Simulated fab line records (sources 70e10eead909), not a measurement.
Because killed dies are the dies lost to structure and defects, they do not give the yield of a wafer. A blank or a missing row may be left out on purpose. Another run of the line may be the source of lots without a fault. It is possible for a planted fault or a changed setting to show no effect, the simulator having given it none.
Matching of chambers | flow nand harc | NHARC_A_M1_DESCUM_14 on rie diel-05 has 4 sister chambers
The step chemistry O2, time 3 s. 16 wafers are shown with their chamber, then 8 later ones without.

## WAFERS WITH THEIR CHAMBER
wafer  | chamber | showerhead plenum p Torr (Torr) | drypump motor current A (A) | oes product au (a.u.)
L226.1 | 2       | 1.87                            | 6.3                         | 1.011
L226.3 | 3       | 2.06                            | 4.9                         | 1.008
L226.6 | 3       | 2.06                            | 4.9                         | 1.009
L227.1 | 0       | 1.89                            | 5.9                         | 0.994
L227.2 | 3       | 2.06                            | 4.9                         | 1.016
L227.4 | 1       | 1.97                            | 4.8                         | 1.022
L228.1 | 0       | 1.89                            | 5.9                         | 0.988
L228.4 | 2       | 1.87                            | 6.3                         | 1.017
L228.5 | 1       | 1.97                            | 4.8                         | 1.035
L230.1 | 0       | 1.89                            | 5.9                         | 0.983
L230.2 | 3       | 2.06                            | 4.9                         | 1.004
L230.5 | 3       | 2.06                            | 4.9                         | 1.003
L236.1 | 1       | 1.97                            | 4.8                         | 1.013
L236.3 | 0       | 1.88                            | 5.9                         | 0.991
L236.5 | 1       | 1.97                            | 4.7                         | 1.018
L237.1 | 3       | 2.06                            | 4.9                         | 1.000

SIGNATURES (means of the wafers above)
reading                  | chamber 0 | chamber 1 | chamber 2 | chamber 3 | scatter within a chamber
showerhead plenum p Torr | 1.8875    | 1.9700    | 1.8700    | 2.0600    | 0.0025
drypump motor current A  | 5.900     | 4.775     | 6.300     | 4.900     | 0.025
oes product au           | 0.98900   | 1.02200   | 1.01400   | 1.00667   | 0.00651
Rule: a wafer lies at a distance from a chamber equal to the root of the sum of squares, over the readings, of (its reading less the chamber's mean, divided by the reading's scatter). The wafer belongs to the nearest chamber; if the next one is less than 2 further off, it can't be placed. The scatter: take each reading less its chamber's mean, square it, sum over the shown wafers, divide by the number of wafers less the number of chambers, and take the root.

## WAFERS WITH NO CHAMBER GIVEN
wafer  | showerhead plenum p Torr (Torr) | drypump motor current A (A) | oes product au (a.u.)
L237.2 | 1.89                            | 5.9                         | 0.983
L237.5 | 1.89                            | 5.9                         | 0.995
L240.1 | 1.88                            | 5.9                         | 1.001
L240.3 | 1.87                            | 6.3                         | 1.006
L240.6 | 2.06                            | 4.9                         | 1.011
L243.3 | 1.88                            | 5.9                         | 0.985
L243.4 | 2.06                            | 4.9                         | 0.999
L243.5 | 1.87                            | 6.3                         | 0.994

## THE CHAMBER EACH PASSED THROUGH
wafer  | from the rows above | in truth
L237.2 | 0                   | 0
L237.5 | 0                   | 0
L240.1 | 0                   | 0
L240.3 | 2                   | 2
L240.6 | 3                   | 3
L243.3 | 0                   | 0
L243.4 | 3                   | 3
L243.5 | 2                   | 2
Correctly placed: 8 of 8. Number that these rows cannot place: 0. Wrongly placed: 0.
